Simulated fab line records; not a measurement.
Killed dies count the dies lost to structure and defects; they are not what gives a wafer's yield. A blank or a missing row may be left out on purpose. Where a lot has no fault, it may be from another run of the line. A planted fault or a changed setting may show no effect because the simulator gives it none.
fab line records	flow n5_finfet	part 1 of 2: steps 1 to 3 of 6
record: lots: 19	wafers: 57	last_day: 18
route steps=1938 shown BEOL_M12@1616 BEOL_M13@1693 BEOL_M14@1730
lots that met no fault: from a run of the same line without faults
start_h: start of the lot's first displayed wafer, in hours after the record's first day	wait_h: hours from the lot's prior step to this one	" as in the row above	L1.1+2: one row covering several wafers at once	- value missing, or start not given	* or withheld: withheld	< > ~ a bound
route shown NAME@n: a module of which the file shows steps, and the number in the route of the first	usual: mean/standard deviation of fault-free wafers	same: alike in all rows	chamber/n: place in a boat	sites: readings site by site	_std_site: how widely they spread, as a standard deviation	_edge_site: mean of outer sites minus mean of inner sites	radius_mm: for every site, how far away it sits from the centre of the wafer	mask NAME#n: copy n	behind: the most recent tool/chamber to have shaped the wafer	hold: why the lot was held/for how many hours/how that ended	device: which transistor (n, p or np) failed to switch	end of line: at the end of the route, the tests of the same wafers	step lacking rows: just its recipe	killed: dies that structure and defects cost at the first sort, which is not the same as the wafer's yield	map: per-die view of a wafer (x killed, . not killed, _ where there is no die)
set.NAME: setting as actually run; set.NAME@STEP: the setting as run at that earlier step	model.NAME: the simulator's own value behind a step, which no gauge read
route steps across a sampled set of lots; one table per step, one row per wafer
services: from which hour (start_h, from the record's first day; less than 0 if before it) a tool's chamber was out of use, for how many hours, and why
== steps ==
step: N5_BEOL_M12_ETCH_59
recipe: chemistry: N2/H2	target: BARC	target_depth_a: 890	overetch_a: 267	time_s: 67.9	ion_energy_ev: 200	pressure_mtorr: 30	source_w: 840	bias_w: 150	n2_flow_sccm: 200	h2_flow_sccm: 200
usual: bias_w: 150.0/0.5	chamber_pressure_mTorr: 30.004/0.027	drypump_motor_current_A: 5.7/0.43	h2_flow_sccm: 200.1/0.68	oes_product_au: 0.71/0.06	rf_vpp_V: 523.3/2.3	showerhead_plenum_p_Torr: 2.52/0.087	throttle_valve_pct: 17.82/0.25
lot.wafer	tool	chamber	start_h	wait_h	bias_w	chamber_pressure_mTorr	drypump_motor_current_A	h2_flow_sccm	oes_product_au	rf_hours_counter_h	rf_vpp_V	showerhead_plenum_p_Torr	throttle_valve_pct
L074.3	rie_diel-01	3	272.11	0.0	149.5	29.999	6.1	201.0	0.68	108	523.1	2.45	17.52
L074.4	"	2	"	"	148.9	30.015	5.7	200.8	0.72	61	522.9	2.46	17.78
L074.5	"	1	"	"	151.1	29.942	6.3	200.7	0.76	-	521.8	2.46	17.54
L076.1	rie_diel-06	3	276.19	0.0	150.1	29.973	6.0	199.3	0.80	6	521.9	2.49	17.79
L076.2	"	1	"	"	149.9	30.015	5.7	199.8	0.57	248	523.6	2.48	18.03
L076.5	"	3	"	"	150.1	29.973	6.0	199.7	0.81	-	523.7	2.49	17.79
L082.1	rie_diel-06	3	282.57	0.0	150.0	30.036	6.0	200.8	0.81	7	523.4	2.49	17.78
L082.4	"	3	"	"	149.5	29.975	6.0	199.9	0.79	-	523.2	2.49	17.78
L082.5	"	0	"	"	150.1	29.984	5.7	200.1	0.65	-	523.1	2.42	17.56
L081.1	rie_diel-06	2	283.61	0.0	150.8	29.974	4.9	200.2	0.73	77	526.4	2.58	18.15
L081.3	"	3	"	"	149.6	30.000	6.0	200.0	0.80	7	521.9	2.49	17.80
L081.6	"	2	"	"	150.9	30.040	4.9	199.0	0.74	-	524.8	2.58	18.15
L077.1	rie_diel-06	2	284.03	0.0	149.7	30.024	4.9	200.1	0.73	78	525.7	2.58	18.13
L077.3	"	3	"	"	151.0	30.004	6.0	199.1	0.80	8	522.6	2.49	17.80
L077.6	"	2	"	"	149.9	30.008	4.9	200.5	0.73	-	523.5	2.58	18.13
L080.1	rie_diel-03	3	286.36	0.0	149.7	30.062	5.8	200.4	0.65	133	525.1	2.56	18.16
L080.4	"	0	"	"	149.4	29.987	5.2	200.5	0.60	222	521.5	2.43	18.06
L080.5	"	2	"	"	150.1	30.063	5.8	200.8	0.78	-	527.9	2.71	17.81
L078.1	rie_diel-06	2	312.19	0.0	150.4	29.991	4.9	199.8	0.72	90	522.3	2.57	18.15
L078.4	"	3	"	"	149.5	30.027	6.0	198.9	0.77	19	523.0	2.49	17.80
L078.5	"	3	"	"	149.7	29.968	6.0	200.2	0.77	-	522.7	2.49	17.81
L084.2	rie_diel-03	2	319.62	0.0	149.8	29.995	5.8	199.5	0.77	30	527.5	2.71	17.83
L084.5	"	2	"	"	150.1	29.954	5.8	200.2	0.77	-	528.7	2.71	17.83
L084.6	"	3	"	"	150.3	29.977	5.8	199.5	0.64	-	524.3	2.55	18.19
L083.3	rie_diel-01	0	320.49	0.0	149.3	30.017	4.8	200.2	0.76	20	521.9	2.49	17.95
L083.5	"	2	"	"	149.6	29.940	5.8	199.2	0.70	-	521.5	2.45	17.83
L083.6	"	3	"	"	150.3	30.008	6.1	199.1	0.68	-	521.0	2.45	17.55
L085.2	rie_diel-01	2	321.54	0.0	150.5	29.975	5.8	200.4	0.71	78	520.6	2.45	17.82
L085.3	"	0	"	"	149.8	30.038	4.9	200.0	0.76	20	522.3	2.49	17.94
L085.5	"	3	"	"	150.1	30.012	6.1	200.3	0.66	-	523.0	2.45	17.55
L089.1	rie_diel-01	3	344.27	0.0	151.0	30.060	6.1	199.3	0.67	133	520.3	2.44	17.55
L089.3	"	2	"	"	150.0	30.035	5.8	200.4	0.70	87	520.6	2.45	17.85
L089.5	"	1	"	"	150.4	30.028	6.3	200.1	0.72	-	521.8	2.45	17.57
L088.1	rie_diel-06	0	344.86	0.0	149.9	29.983	5.8	200.5	0.63	179	521.3	2.41	17.60
L088.2	"	1	"	"	150.1	29.990	5.8	200.2	0.77	19	523.4	2.47	17.66
L088.3	"	3	"	"	149.1	29.996	6.0	200.0	0.75	34	522.5	2.48	17.84
L087.3	rie_diel-01	2	345.54	0.0	150.1	29.994	5.8	200.0	0.70	87	521.4	2.45	17.83
L087.4	"	1	"	"	149.5	30.007	6.3	199.7	0.73	58	522.3	2.45	17.57
L087.5	"	2	"	"	150.3	29.978	5.8	200.2	0.69	-	521.1	2.45	17.83
L090.1	rie_diel-03	0	352.32	0.0	149.6	30.031	5.2	200.1	0.58	247	520.2	2.42	18.09
L090.2	"	2	"	"	150.5	30.040	5.8	199.6	0.75	41	529.3	2.70	17.85
L090.6	"	0	"	"	150.2	30.013	5.2	200.4	0.58	-	518.9	2.42	18.11
L092.2	rie_diel-06	3	364.19	0.0	149.6	30.010	6.0	200.4	0.74	41	521.6	2.48	17.85
L092.4	"	0	"	"	150.3	29.961	5.7	200.8	0.62	186	520.7	2.41	17.60
L092.6	"	2	"	"	149.9	29.985	4.9	200.9	0.70	-	523.8	2.56	18.20
L094.1	rie_diel-03	1	369.01	0.0	150.1	30.022	5.8	200.5	0.70	83	524.7	2.57	17.43
L094.2	"	3	"	"	151.4	29.976	5.8	200.3	0.62	164	524.5	2.55	18.22
L094.4	"	3	"	"	150.6	30.001	5.8	200.3	0.62	-	523.1	2.55	18.22
L093.2	rie_diel-06	1	369.35	0.0	149.7	30.015	5.7	199.0	0.74	30	522.4	2.47	17.65
L093.3	"	0	"	"	149.9	30.040	5.7	199.7	0.61	188	519.5	2.41	17.63
L093.6	"	0	"	"	149.8	30.021	5.8	199.7	0.62	-	520.6	2.41	17.64
L096.1	rie_diel-01	1	393.01	0.0	150.7	30.025	6.3	200.2	0.71	70	522.0	2.45	17.59
L096.3	"	0	"	"	150.6	29.999	4.8	200.2	0.72	41	522.5	2.48	17.96
L096.5	"	0	"	"	150.2	30.063	4.8	200.9	0.73	-	522.1	2.48	17.98
L097.2	rie_diel-03	1	393.51	0.0	149.9	30.003	5.9	201.1	0.69	96	523.2	2.56	17.46
L097.3	"	2	"	"	150.1	29.998	5.8	199.3	0.72	60	527.7	2.69	17.89
L097.6	"	3	"	"	150.2	29.997	5.8	200.0	0.63	-	523.9	2.54	18.24
step: N5_BEOL_M13_ETCH_67
recipe: chemistry: CF4	target: SiARC	target_depth_a: 1430	time_s: 238.3	ion_energy_ev: 80	pressure_mtorr: 40	source_w: 545	bias_w: 36	Ar_flow_sccm: 100	cf4_flow_sccm: 100	ends: cleared
usual: bias_w: 35.99/0.12	chamber_pressure_mTorr: 40.00/0.038	drypump_motor_current_A: 5.64/0.27	etch_rf_on_time_s: 240/5.7	mfc_ar_sccm: 100.03/0.27	oes_product_au: 0.69/0.079	rf_vpp_V: 184.0/1.1	showerhead_plenum_p_Torr: 2.14/0.068	throttle_valve_pct: 15.52/0.26
lot.wafer	tool	chamber	start_h	wait_h	bias_w	chamber_pressure_mTorr	drypump_motor_current_A	etch_rf_on_time_s	mfc_ar_sccm	oes_product_au	rf_hours_counter_h	rf_vpp_V	showerhead_plenum_p_Torr	throttle_valve_pct
L074.3	rie_diel-02	3	279.26	0.0	35.95	39.96	5.49	236	99.87	0.77	15	183.4	2.09	15.55
L074.4	"	1	"	"	35.92	39.98	5.85	245	99.54	0.78	7	184.9	2.19	15.15
L074.5	"	0	"	"	35.95	40.01	5.31	248	99.42	0.59	-	185.1	2.04	15.80
L076.1	rie_diel-02	2	283.34	0.0	36.21	40.03	5.64	236	99.81	0.79	17	183.8	2.19	15.23
L076.2	"	3	"	"	36.00	40.06	5.51	234	100.14	0.77	16	184.2	2.09	15.56
L076.5	"	2	"	"	35.95	39.96	5.65	236	99.93	0.78	-	185.5	2.19	15.24
L082.1	rie_diel-02	2	293.79	0.0	36.03	39.99	5.69	240	100.13	0.78	20	183.0	2.19	15.22
L082.4	"	0	"	"	35.96	40.01	5.29	247	100.17	0.59	215	184.1	2.04	15.81
L082.5	"	3	"	"	35.93	39.96	5.51	237	100.26	0.76	-	183.1	2.09	15.57
L081.1	rie_diel-02	0	295.67	0.0	35.85	39.97	5.29	246	100.10	0.60	216	183.8	2.04	15.82
L081.3	"	1	"	"	35.99	39.96	5.80	243	99.69	0.77	12	184.3	2.19	15.16
L081.6	"	1	"	"	36.00	40.00	5.81	244	100.08	0.78	-	184.1	2.19	15.19
L077.1	rie_diel-02	1	296.65	0.0	36.29	40.01	5.79	242	100.16	0.77	13	184.1	2.19	15.18
L077.3	"	3	"	"	35.81	40.01	5.48	232	99.80	0.77	21	182.5	2.09	15.58
L077.6	"	3	"	"	36.03	40.01	5.51	233	100.06	0.77	-	183.2	2.09	15.57
L080.1	rie_diel-04	3	300.75	0.0	36.07	39.97	5.51	237	100.04	0.59	250	183.2	2.02	16.00
L080.4	"	2	"	"	35.71	40.00	5.74	235	100.06	0.77	20	181.8	2.11	15.26
L080.5	"	2	"	"	35.97	39.98	5.75	235	100.29	0.77	-	182.7	2.11	15.25
L078.1	rie_diel-05	0	320.20	0.0	35.97	39.99	5.34	241	99.47	0.61	208	183.6	2.12	15.66
L078.4	"	1	"	"	36.18	39.99	5.09	236	99.87	0.70	75	183.6	2.18	15.49
L078.5	"	3	"	"	35.81	40.02	6.29	242	100.01	0.75	-	184.7	2.26	15.61
L084.2	rie_diel-02	0	327.22	0.0	36.04	39.96	5.32	246	99.83	0.59	229	181.9	2.03	15.84
L084.5	"	0	"	"	36.10	39.98	5.30	248	99.89	0.58	-	183.1	2.03	15.86
L084.6	"	1	"	"	35.91	40.02	5.84	245	100.38	0.75	-	183.5	2.18	15.19
L083.3	rie_diel-02	1	329.86	0.0	35.78	40.09	5.83	244	99.87	0.75	21	184.4	2.18	15.19
L083.5	"	0	"	"	36.01	39.95	5.30	249	100.43	0.58	-	181.5	2.03	15.83
L083.6	"	3	"	"	35.93	39.94	5.48	237	100.05	0.73	-	182.5	2.09	15.59
L085.2	rie_diel-02	1	330.41	0.0	36.03	40.03	5.82	246	99.90	0.75	21	184.3	2.18	15.20
L085.3	"	3	"	"	35.75	40.06	5.48	235	100.17	0.74	36	183.7	2.09	15.59
L085.5	"	2	"	"	35.92	39.98	5.68	234	100.29	0.76	-	184.2	2.18	15.25
L089.1	rie_diel-02	3	350.77	0.0	35.85	40.01	5.50	236	100.11	0.72	45	182.1	2.08	15.61
L089.3	"	0	"	"	36.04	40.00	5.29	248	100.54	0.58	241	183.3	2.03	15.86
L089.5	"	0	"	"	35.97	40.10	5.29	248	100.31	0.58	-	182.6	2.03	15.86
L088.1	rie_diel-02	0	351.98	0.0	36.08	40.06	5.30	247	99.85	0.58	242	182.8	2.03	15.86
L088.2	"	2	"	"	35.85	39.98	5.66	237	99.66	0.75	44	184.4	2.18	15.28
L088.3	"	3	"	"	35.91	40.00	5.46	238	100.06	0.72	45	182.7	2.08	15.62
L087.3	rie_diel-04	1	353.51	0.0	36.01	39.97	5.93	245	99.43	0.58	224	184.5	2.21	15.69
L087.4	"	3	"	"	35.89	39.96	5.46	234	100.03	0.81	11	184.8	2.27	15.58
L087.5	"	1	"	"	36.17	40.00	5.92	245	99.72	0.58	-	185.2	2.21	15.67
L090.1	rie_diel-05	2	359.56	0.0	35.94	40.02	5.86	238	99.87	0.61	199	184.1	2.12	15.51
L090.2	"	0	"	"	35.91	40.01	5.30	242	99.91	0.60	217	183.0	2.12	15.67
L090.6	"	3	"	"	35.85	39.94	6.31	242	100.67	0.73	-	185.2	2.26	15.64
L092.2	rie_diel-02	1	374.15	0.0	36.05	39.98	5.82	243	100.10	0.73	37	186.1	2.18	15.22
L092.4	"	2	"	"	36.17	39.96	5.69	236	100.38	0.74	50	184.4	2.18	15.29
L092.6	"	2	"	"	36.11	40.04	5.69	237	100.32	0.73	-	182.8	2.18	15.31
L094.1	rie_diel-04	1	374.53	0.0	36.04	40.06	5.94	246	100.19	0.57	230	185.4	2.21	15.69
L094.2	"	2	"	"	35.91	40.07	5.74	238	99.98	0.73	47	183.1	2.10	15.32
L094.4	"	3	"	"	36.00	39.99	5.48	234	100.19	0.79	17	186.8	2.27	15.59
L093.2	rie_diel-04	3	377.31	0.0	35.87	40.00	5.49	233	99.94	0.79	18	184.0	2.27	15.59
L093.3	"	2	"	"	36.11	40.00	5.74	238	100.28	0.73	48	183.8	2.10	15.32
L093.6	"	0	"	"	36.31	40.01	5.70	255	99.95	0.56	-	182.4	2.11	16.05
L096.1	rie_diel-04	2	399.67	0.0	35.93	40.04	5.78	234	99.86	0.73	56	182.7	2.10	15.33
L096.3	"	1	"	"	35.90	40.01	5.97	244	99.80	0.57	239	183.6	2.20	15.71
L096.5	"	2	"	"	35.83	40.05	5.78	236	100.34	0.72	-	183.5	2.10	15.34
L097.2	rie_diel-02	3	403.88	0.0	35.70	39.99	5.52	237	99.88	0.70	62	181.9	2.08	15.65
L097.3	"	1	"	"	35.95	39.97	5.82	243	100.18	0.71	-	185.6	2.17	15.25
L097.6	"	3	"	"	35.97	39.99	5.53	237	100.18	0.70	-	183.4	2.08	15.65
step: N5_BEOL_M14_ETCH_59
recipe: chemistry: N2/H2	target: BARC	target_depth_a: 890	overetch_a: 267	time_s: 67.9	ion_energy_ev: 200	pressure_mtorr: 30	source_w: 840	bias_w: 150	n2_flow_sccm: 200	h2_flow_sccm: 200
usual: bias_w: 150.0/0.48	chamber_pressure_mTorr: 29.998/0.029	drypump_motor_current_A: 5.7/0.42	h2_flow_sccm: 199.9/0.61	oes_product_au: 0.70/0.06	rf_vpp_V: 523.1/2.4	showerhead_plenum_p_Torr: 2.51/0.086	throttle_valve_pct: 17.81/0.25
lot.wafer	tool	chamber	start_h	wait_h	bias_w	chamber_pressure_mTorr	drypump_motor_current_A	h2_flow_sccm	oes_product_au	rf_hours_counter_h	rf_vpp_V	showerhead_plenum_p_Torr	throttle_valve_pct
L074.3	rie_diel-01	1	284.01	0.0	150.1	29.973	6.3	199.3	0.75	35	522.6	2.46	17.54
L074.4	"	0	"	"	150.9	29.969	4.8	199.3	0.79	9	521.8	2.50	17.93
L074.5	"	2	"	"	150.0	29.994	5.8	199.4	0.72	-	522.2	2.46	17.79
L076.1	rie_diel-06	3	286.89	0.0	149.6	29.950	6.0	200.4	0.80	9	521.9	2.49	17.80
L076.2	"	0	"	"	150.9	29.980	5.7	199.4	0.65	156	520.8	2.42	17.55
L076.5	"	0	"	"	149.2	29.947	5.7	200.3	0.64	-	521.3	2.42	17.57
L082.1	rie_diel-03	1	301.65	0.0	150.1	29.991	5.9	200.4	0.73	56	524.5	2.58	17.39
L082.4	"	2	"	"	149.0	30.001	5.9	200.3	0.78	23	529.1	2.71	17.80
L082.5	"	1	"	"	150.4	30.017	5.9	199.2	0.74	-	524.9	2.58	17.40
L081.1	rie_diel-03	3	302.48	0.0	150.3	30.032	5.8	199.8	0.64	138	522.9	2.56	18.18
L081.3	"	2	"	"	150.8	29.979	5.8	199.8	0.78	23	527.7	2.71	17.81
L081.6	"	0	"	"	150.3	30.026	5.2	200.1	0.60	-	521.1	2.42	18.06
L077.1	rie_diel-06	1	303.16	0.0	150.3	29.999	5.8	199.3	0.82	3	522.2	2.48	17.63
L077.3	"	2	"	"	149.9	30.003	4.9	199.3	0.72	87	522.9	2.57	18.16
L077.6	"	1	"	"	150.3	30.043	5.8	200.4	0.81	-	523.3	2.48	17.64
L080.1	rie_diel-06	0	312.79	0.0	149.8	29.987	5.8	200.0	0.64	166	521.7	2.42	17.58
L080.4	"	2	"	"	149.7	30.040	4.9	199.9	0.71	91	523.9	2.57	18.15
L080.5	"	0	"	"	149.9	30.044	5.7	199.9	0.64	-	519.8	2.42	17.59
L078.1	rie_diel-06	3	325.01	0.0	150.2	30.019	6.0	200.1	0.76	26	522.4	2.49	17.83
L078.4	"	1	"	"	148.8	30.016	5.7	199.8	0.78	12	522.5	2.48	17.63
L078.5	"	2	"	"	149.5	30.000	4.9	200.0	0.71	-	524.1	2.57	18.18
L084.2	rie_diel-03	3	331.17	0.0	148.9	30.005	5.8	198.3	0.64	149	524.8	2.55	18.20
L084.5	"	3	"	"	150.3	30.030	5.8	199.6	0.64	-	524.3	2.55	18.18
L084.6	"	0	"	"	149.4	29.962	5.2	199.9	0.59	-	518.1	2.42	18.10
L083.3	rie_diel-06	0	334.62	0.0	148.6	30.048	5.7	200.0	0.63	174	520.9	2.42	17.61
L083.5	"	0	"	"	149.9	30.017	5.7	199.8	0.63	-	520.9	2.42	17.59
L083.6	"	1	"	"	149.5	29.959	5.7	199.2	0.77	-	522.7	2.48	17.65
L085.2	rie_diel-01	3	342.00	0.0	150.5	30.009	6.1	199.1	0.66	132	523.2	2.44	17.55
L085.3	"	0	"	"	150.1	29.993	4.9	200.0	0.75	29	522.7	2.49	17.97
L085.5	"	0	"	"	150.2	30.027	4.9	201.1	0.75	-	522.0	2.49	17.96
L089.1	rie_diel-03	0	359.31	0.0	149.6	29.987	5.2	200.1	0.58	249	520.5	2.41	18.10
L089.3	"	2	"	"	149.2	29.967	5.8	200.4	0.74	44	527.2	2.70	17.85
L089.5	"	0	"	"	150.0	29.985	5.2	200.1	0.58	-	520.7	2.41	18.12
L088.1	rie_diel-03	1	359.66	0.0	150.4	30.067	5.9	200.6	0.72	78	525.1	2.57	17.44
L088.2	"	3	"	"	150.0	29.993	5.8	199.4	0.63	158	523.6	2.55	18.22
L088.3	"	0	"	"	149.7	29.993	5.2	200.3	0.58	249	519.3	2.41	18.11
L087.3	rie_diel-03	3	361.47	0.0	150.2	29.918	5.8	199.2	0.63	159	525.1	2.55	18.21
L087.4	"	1	"	"	149.1	29.977	5.9	199.8	0.71	-	524.4	2.57	17.45
L087.5	"	2	"	"	150.9	29.974	5.8	198.8	0.75	-	527.3	2.70	17.84
L090.1	rie_diel-03	2	363.39	0.0	150.0	30.016	5.8	199.8	0.74	46	528.7	2.70	17.85
L090.2	"	3	"	"	149.7	30.046	5.8	199.9	0.63	161	523.9	2.55	18.22
L090.6	"	3	"	"	150.1	30.039	5.8	199.1	0.62	-	523.7	2.55	18.21
L092.2	rie_diel-03	2	381.13	0.0	149.8	29.983	5.9	199.9	0.73	56	529.6	2.69	17.88
L092.4	"	0	"	"	150.0	29.963	5.2	200.4	0.83	3	528.5	2.73	17.65
L092.6	"	2	"	"	149.9	29.993	5.9	200.4	0.73	-	527.8	2.69	17.88
L094.1	rie_diel-01	2	381.23	0.0	149.5	30.037	5.8	200.6	0.68	95	522.8	2.44	17.85
L094.2	"	0	"	"	150.4	29.950	4.8	200.1	0.74	37	521.6	2.48	17.97
L094.4	"	1	"	"	149.5	29.986	6.3	201.1	0.71	65	522.1	2.45	17.58
L093.2	rie_diel-01	3	382.88	0.0	150.3	29.942	6.1	199.8	0.65	141	521.8	2.44	17.57
L093.3	"	1	"	"	150.4	29.994	6.3	199.7	0.71	66	521.8	2.45	17.60
L093.6	"	1	"	"	150.5	29.984	6.3	198.3	0.71	-	521.9	2.45	17.60
L096.1	rie_diel-01	1	404.34	0.0	150.8	29.991	6.4	199.7	0.71	75	522.1	2.44	17.62
L096.3	"	3	"	"	150.5	29.992	6.1	200.6	0.65	149	521.0	2.44	17.59
L096.5	"	0	"	"	149.9	30.026	4.9	200.1	0.73	-	521.9	2.48	18.00
L097.2	rie_diel-06	2	408.41	0.0	149.7	30.040	4.9	200.3	0.68	128	523.9	2.55	18.23
L097.3	"	1	"	"	150.4	29.991	5.7	200.5	0.73	43	522.0	2.46	17.69
L097.6	"	3	"	"	150.3	30.034	6.0	200.0	0.72	-	522.8	2.47	17.88
